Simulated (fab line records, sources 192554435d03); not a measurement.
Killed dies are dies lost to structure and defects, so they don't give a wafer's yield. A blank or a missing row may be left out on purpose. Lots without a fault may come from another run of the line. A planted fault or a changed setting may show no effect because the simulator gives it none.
Chamber matching | flow n5_finfet | N5_BEOL_M14_CMP_49 on cmp-04: 4 sister chambers
The step polishes, stops on SiO2, t overpolish 5.2 s, target thk 560 nm. 8 wafers are shown with their chamber, then 8 later ones without.

WAFERS WITH THEIR CHAMBER
wafer  | chamber | motor_current_A (A) | time_to_endpoint_s (s)
L081.2 | 3       | 7.6                 | 122
L080.1 | 1       | 7.3                 | 128
L080.4 | 3       | 8.2                 | 119
L083.1 | 0       | 9.0                 | 116
L083.2 | 1       | 7.7                 | 122
L085.1 | 2       | 8.0                 | 123
L085.3 | 0       | 8.8                 | 120
L087.1 | 2       | 8.3                 | 123

WAFERS WITHOUT THEIR CHAMBER
wafer  | motor_current_A (A) | time_to_endpoint_s (s)
L087.3 | 7.8                 | 121
L087.4 | 6.9                 | 122
L090.3 | 9.2                 | 122
L090.4 | 8.7                 | 125
L091.2 | 8.0                 | 120
L091.3 | 7.6                 | 126
L097.1 | 7.9                 | 121
L097.4 | 7.5                 | 127

WHICH CHAMBER EACH WENT THROUGH
wafer  | from the rows above          | in truth
L087.3 | can't be placed: 3 or 2 or 1 | 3
L087.4 | can't be placed: 1 or 3      | 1
L090.3 | can't be placed: 0 or 2      | 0
L090.4 | can't be placed: 2 or 0 or 3 | 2
L091.2 | can't be placed: 3 or 2      | 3
L091.3 | can't be placed: 1 or 2 or 3 | 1
L097.1 | can't be placed: 3 or 2 or 1 | 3
L097.4 | can't be placed: 1 or 2      | 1
Placed correctly: 0 of 8. Can't be placed from these rows: 8 (the true chamber is among the candidates in 8). Placed wrongly: 0.
How it was worked out, from the rows above alone: a wafer's distance from a chamber is the root of the sum, over the readings, of the square of ((its reading less the chamber's mean) divided by the reading's scatter). The wafer belongs to the nearest chamber; if the next one is less than 2 further off, it can't be placed. A chamber's mean is the mean of its shown wafers. The scatter: the root of (the sum of the squares of (reading less its chamber's mean) over the shown wafers, divided by (wafers less chambers)).
